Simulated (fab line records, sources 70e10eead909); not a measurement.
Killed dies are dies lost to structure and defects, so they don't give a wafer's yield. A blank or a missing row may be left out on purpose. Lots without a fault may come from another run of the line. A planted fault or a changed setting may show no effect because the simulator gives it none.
Chamber matching | flow nand_harc | NHARC_A_CONTACT_DESCUM_47 on rie_diel-12: 4 sister chambers
The step chemistry O2, time 3 s. 18 wafers are shown with their chamber, then 9 later ones without.

WAFERS WITH THEIR CHAMBER
wafer  | chamber | drypump_motor_current_A (A) | oes_product_au (a.u.) | rf_vpp_V (V)
L075.1 | 3       | 5.3                         | 0.996                 | 57.9
L075.5 | 0       | 5.5                         | 0.995                 | 57.7
L075.6 | 1       | 6.6                         | 1.008                 | 56.9
L079.1 | 2       | 6.3                         | 0.991                 | 57.2
L079.2 | 3       | 5.3                         | 1.016                 | 57.2
L079.4 | 0       | 5.5                         | 1.005                 | 55.5
L080.1 | 0       | 5.5                         | 1.005                 | 56.6
L080.2 | 2       | 6.3                         | 1.003                 | 58.1
L080.5 | 3       | 5.3                         | 1.011                 | 56.9
L081.1 | 2       | 6.3                         | 0.996                 | 59.0
L081.4 | 1       | 6.6                         | 1.011                 | 57.6
L081.6 | 3       | 5.4                         | 1.019                 | 56.6
L083.1 | 2       | 6.3                         | 0.985                 | 57.9
L083.2 | 0       | 5.5                         | 0.996                 | 57.2
L083.5 | 0       | 5.5                         | 0.998                 | 56.8
L084.2 | 0       | 5.5                         | 0.994                 | 59.5
L084.3 | 3       | 5.3                         | 1.005                 | 59.2
L084.5 | 3       | 5.3                         | 1.005                 | 57.6

SIGNATURES (means of the wafers above)
reading                 | chamber 0 | chamber 1 | chamber 2 | chamber 3 | scatter within a chamber
drypump_motor_current_A | 5.500     | 6.600     | 6.300     | 5.317     | 0.0244
oes_product_au          | 0.99883   | 1.00950   | 0.99375   | 1.00867   | 0.00684
rf_vpp_V                | 57.217    | 57.250    | 58.050    | 57.567    | 1.04
Rule: a wafer's distance from a chamber is the root of the sum, over the readings, of the square of ((its reading less the chamber's mean) divided by the reading's scatter). The wafer belongs to the nearest chamber; if the next one is less than 2 further off, it can't be placed. The scatter: the root of (the sum of the squares of (reading less its chamber's mean) over the shown wafers, divided by (wafers less chambers)).

WAFERS WITHOUT THEIR CHAMBER
wafer  | drypump_motor_current_A (A) | oes_product_au (a.u.) | rf_vpp_V (V)
L087.3 | 5.3                         | 1.007                 | 58.0
L087.5 | 6.6                         | 1.011                 | 56.9
L087.6 | 6.3                         | 0.991                 | 59.8
L090.1 | 6.2                         | 0.991                 | 58.0
L090.3 | 5.3                         | 1.007                 | 58.0
L090.6 | 6.6                         | 1.000                 | 58.7
L091.1 | 5.5                         | 0.995                 | 57.2
L091.5 | 5.3                         | 1.007                 | 58.0
L091.6 | 5.4                         | 1.005                 | 57.5

WHICH CHAMBER EACH WENT THROUGH
wafer  | from the rows above     | in truth
L087.3 | 3                       | 3
L087.5 | 1                       | 1
L087.6 | 2                       | 2
L090.1 | 2                       | 2
L090.3 | 3                       | 3
L090.6 | 1                       | 1
L091.1 | 0                       | 0
L091.5 | 3                       | 3
L091.6 | can't be placed: 3 or 0 | 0
Placed correctly: 8 of 9. Can't be placed from these rows: 1 (the true chamber is among the candidates in 1). Placed wrongly: 0.
